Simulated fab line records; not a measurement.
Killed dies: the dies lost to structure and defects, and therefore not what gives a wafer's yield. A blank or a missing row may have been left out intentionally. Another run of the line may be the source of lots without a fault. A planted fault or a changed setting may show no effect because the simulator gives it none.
Chamber matching || flow n5-finfet || N5_BEOL_M2_ILD_DEP_00 on pecvd-04 has 3 sister chambers
The step deposits SiOC from DEMS/O2, target thk 79 nm, time 15.3 s. 3 wafers are shown with their chamber, then 9 later ones without.

== WAFERS PAIRED WITH THEIR CHAMBERS ==
{"wafer": "L087.2", "chamber": 2, "throttle-valve-pct (%)": 11.8}
{"wafer": "L088.4", "chamber": 1, "throttle-valve-pct (%)": 12.5}
{"wafer": "L088.6", "chamber": 0, "throttle-valve-pct (%)": 13.2}

== WAFERS MISSING THEIR CHAMBER ==
{"wafer": "L091.2", "throttle-valve-pct (%)": 11.5}
{"wafer": "L091.4", "throttle-valve-pct (%)": 11.7}
{"wafer": "L091.6", "throttle-valve-pct (%)": 12.9}
{"wafer": "L095.2", "throttle-valve-pct (%)": 11.8}
{"wafer": "L095.3", "throttle-valve-pct (%)": 12.8}
{"wafer": "L095.4", "throttle-valve-pct (%)": 11.6}
{"wafer": "L092.4", "throttle-valve-pct (%)": 11.6}
{"wafer": "L092.5", "throttle-valve-pct (%)": 13.3}
{"wafer": "L092.6", "throttle-valve-pct (%)": 12.4}

== WHICH CHAMBER EACH ONE RAN IN ==
{"wafer": "L091.2", "from the rows above": 2, "in truth": 2}
{"wafer": "L091.4", "from the rows above": 2, "in truth": 2}
{"wafer": "L091.6", "from the rows above": "can't be placed: 0 or 1", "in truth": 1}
{"wafer": "L095.2", "from the rows above": 2, "in truth": 2}
{"wafer": "L095.3", "from the rows above": "can't be placed: 1 or 0", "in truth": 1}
{"wafer": "L095.4", "from the rows above": 2, "in truth": 2}
{"wafer": "L092.4", "from the rows above": 2, "in truth": 2}
{"wafer": "L092.5", "from the rows above": 0, "in truth": 0}
{"wafer": "L092.6", "from the rows above": 1, "in truth": 1}
Correctly placed: 7 of 9. Cannot be placed on the basis of these rows: 2; the candidates contain the true chamber in 2. Number placed wrongly: 0.
How it was worked out, from the rows above alone: a wafer's distance from a chamber is the root of the sum, over the readings, of the square of ((its reading less the chamber's mean) divided by the reading's scatter). If the next closest chamber is less than 2 further off than the closest, the wafer can't be placed; otherwise it belongs to the closest. A chamber's mean is the mean of its shown wafers. The scatter: root of mean squared gap, hidden wafer to nearest shown wafer, with one shown wafer a chamber.
